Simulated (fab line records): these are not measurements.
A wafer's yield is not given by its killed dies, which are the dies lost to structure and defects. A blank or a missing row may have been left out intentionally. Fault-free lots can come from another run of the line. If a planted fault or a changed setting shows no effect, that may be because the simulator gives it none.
A struck lot beside a sound one    flow n5Finfet    36 steps out of a route of 1938
Sound: these wafers, L369.1, L369.4, L369.6. Wafers struck: L364.2, L364.3, L364.4. The cause comes at the end.
Per side, at each step with rows, come the tool, then ch with its chambers, and then its first start. Under that, the readings that differ: sound wafers    struck wafers    difference of the means    sigmas: that difference in standard deviations of wafers without a fault.
alike: words and numbers the same on both sides, and readings whose means are apart by under 2 such deviations; not compared: readings that were withheld, readings missing a value for some wafer, numbers with overlapping values and no deviation given by the record, and bounds like >300 which may hide the same value.
Wherever a step has rows on one side only, a row that says differs or no value, or a row with sigmas, the two part there. When numbers do not overlap yet have no deviation, they are printed without sigmas and do not part them. Lack of a reading on every wafer of one side parts them only where that side has two or more wafers.

first, 9 steps without rows for these wafers: N5_BEOL_M4_ANNEAL_95 (time 240 s); N5_BEOL_M4_SPUTTER_96 (material Cu, target thk 4.5 nm, time 8.29 s); N5_BEOL_M4_ECD_50 (material Cu, target thk 300 nm); N5_BEOL_M4_ANNEAL_51 (time 90 s); N5_BEOL_M4_CMP_52 (polishes, stops on SiOC, t overpolish 6.8 s, target thk 40 nm); N5_BEOL_M4_PRE_CLEAN_60 (time 15 s); N5_BEOL_M4_CO_CAP_55 (material Co, precursor CCTBA/H2, target thk 2 nm, time 102.1 s); N5_BEOL_M4_PRE_CLEAN_56 (time 15 s); N5_BEOL_M4_DEP_57 (deposits SiCN from 3MS/NH3, target thk 8 nm, time 14 s).
N5_BEOL_M4_RC_MEAS_101:
  sound on prober-02 ch 0, day 12 12:32; struck on prober-02 ch 0, day 11 05:46
  alike: DIBL_N, DIBL_P, IOFF_N, IOFF_P, ION_N, ION_P, SS_N, SS_P, VT_N, VT_P
then, 24 steps without rows for these wafers: N5_BEOL_M5_ILD_DEP_00 (deposits SiCOH lowk from DEMS/porogen, target thk 140.64 nm, time 25.9 s); N5_BEOL_M5_CURE_79 (cures SiCOH lowk, time 240 s); N5_BEOL_M5_PECVD_70 (deposits SiO2 from TEOS/O2, target thk 16 nm, time 18 s); N5_BEOL_M5_HM_DEP_02 (deposits TiN, target thk 20 nm); N5_BEOL_M5_COAT_59 (time 60 s, resist thk 60 nm); N5_BEOL_M5_COAT_60 (time 60 s, resist thk 12 nm); N5_BEOL_M5_COAT_71 (time 60 s, resist thk 5 nm); N5_BEOL_M5_COAT_05 (resist thk 30 nm); N5_BEOL_M5_EBR_07; N5_BEOL_M5_SOFTBAKE_06 (time 60 s); N5_BEOL_M5_EXPOSE_08 (exposes mask M5, target cd 28 nm); N5_BEOL_M5_PEB_09 (peb time 60 s); N5_BEOL_M5_DEVELOP_10 (develop time 30 s); N5_BEOL_M5_DESCUM_16 (chemistry O2, time 7 s); N5_BEOL_M5_ETCH_72 (etches underlayer in N2/H2, target depth 6.5 nm, time 5.2 s); N5_BEOL_M5_ETCH_61 (etches SiARC in CF4, target depth 15.6 nm, time 26 s); N5_BEOL_M5_ETCH_62 (etches SOC in N2/H2, target depth 75 nm, overetch 15 nm, time 112.5 s); N5_BEOL_M5_STRIP_63 (strips in N2/H2); N5_BEOL_M5_STRIP_73 (strips in N2/H2); N5_BEOL_M5_STRIP_64 (strips in CF4); N5_BEOL_M5_HM_OPEN_17 (chemistry Cl2/BCl3, target TiN, target depth 20 nm, overetch 6 nm); N5_BEOL_M5_STRIP_19 (strips in O2); N5_BEOL_M5_COAT_65 (time 60 s, resist thk 60 nm); N5_BEOL_M5_COAT_66 (time 60 s, resist thk 12 nm).
-- record jumps: 2 days separate the struck wafers' starts on either side; left off in module BEOL_M5, taken up again in module BEOL_M10, whose first shown step is the route's number 1513 --
N5_BEOL_M10_ETCH_41: etches SiCN in CH3F/O2, target depth 42.6 nm, time 86 s.
  sound on rieDiel-05 ch 0,1,3, day 14 12:56; struck on rieDiel-04 ch 1,2,3, day 13 06:57
  no value came back on the struck wafers for any of 7 readings (CH3F_flow_sccm (sccm), O2_flow_sccm (sccm) and others); on the sound wafers CH3F_flow_sccm (sccm) reads 30.01 30.06 29.94
  not compared: rfHoursCounterH
N5_PASSIVATION_PROBE_49:
  sound: prober-01 at day 16 14:55; struck: prober-02 at day 15 03:58
reading                  sound           struck          difference  sigmas
defectLimitedYield (%)   89.5 90.9 90.2  0 0 0           -90         -64
killed_at_M4_up          12 10 16        1073 1088 1079  +1067       +99 or more
killedDies               124 107 116     1180 1180 1180  +1064       +63
killedOnRim              17 13 15        152 152 152     +137        +30
sort_bin_5_function (%)  6.2 4.6 6.6     95.3 96.5 96.1  +90.2       +95
sortNPass                1056 1073 1064  0 0 0           -1064       -63
sortYieldPct (%)         89.5 90.9 90.2  0 0 0           -90         -64
  alike: killed_at_M0_to_M3, killedAtContacts, killedAtFrontEnd, killedAtOther, killedOpen, killedShort, sort_bin_6_memory

## WHERE THEY PART
At N5_BEOL_M10_ETCH_41 first; at N5_PASSIVATION_PROBE_49 last (within this record only).

WHY: what the simulator had put in
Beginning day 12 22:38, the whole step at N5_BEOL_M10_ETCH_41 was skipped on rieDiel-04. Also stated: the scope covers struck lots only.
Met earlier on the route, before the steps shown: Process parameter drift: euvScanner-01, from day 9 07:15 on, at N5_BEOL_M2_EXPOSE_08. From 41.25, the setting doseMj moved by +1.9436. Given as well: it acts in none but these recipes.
